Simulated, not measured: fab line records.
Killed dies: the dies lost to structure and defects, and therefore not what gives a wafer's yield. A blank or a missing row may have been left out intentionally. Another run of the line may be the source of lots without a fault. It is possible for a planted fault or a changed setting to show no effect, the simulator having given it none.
Chamber matching	flow n5-finfet	4 sister chambers for N5_BEOL_M4_DESCUM_16 on rie-diel-06
The step chemistry O2, time 7 s. 4 wafers are shown with their chamber, then 9 later ones without.

== EACH WAFER AND ITS CHAMBER ==
wafer	chamber	drypump-motor-current-A (A)
L079.6	2	6.8
L086.1	3	5.4
L086.3	0	5.8
L086.4	1	5.8

== WAFERS WITHOUT THEIR CHAMBER ==
wafer	drypump-motor-current-A (A)
L089.1	5.7
L089.4	5.7
L089.6	5.4
L092.1	6.8
L092.4	5.4
L092.5	6.8
L097.2	5.8
L097.4	5.7
L097.6	5.4

== EACH ONE'S CHAMBER ==
wafer	from the rows above	in truth
L089.1	can't be placed: 0 or 1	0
L089.4	can't be placed: 0 or 1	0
L089.6	3	3
L092.1	2	2
L092.4	3	3
L092.5	2	2
L097.2	can't be placed: 0 or 1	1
L097.4	can't be placed: 0 or 1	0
L097.6	3	3
Correct placement for 5 of the 9. From these rows, 4 cannot be placed; in 4 the true chamber is one of the candidates. Number placed wrongly: 0.
How it was worked out, from the rows above alone: a wafer's distance from a chamber is the root of the sum, over the readings, of the square of ((its reading less the chamber's mean) divided by the reading's scatter). If the next closest chamber is less than 2 further off than the closest, the wafer can't be placed; otherwise it belongs to the closest. The mean given for a chamber averages the wafers shown for that chamber. The scatter (one wafer shown for each chamber): square how far every hidden wafer sits from the nearest shown wafer, average those squares and take the square root.
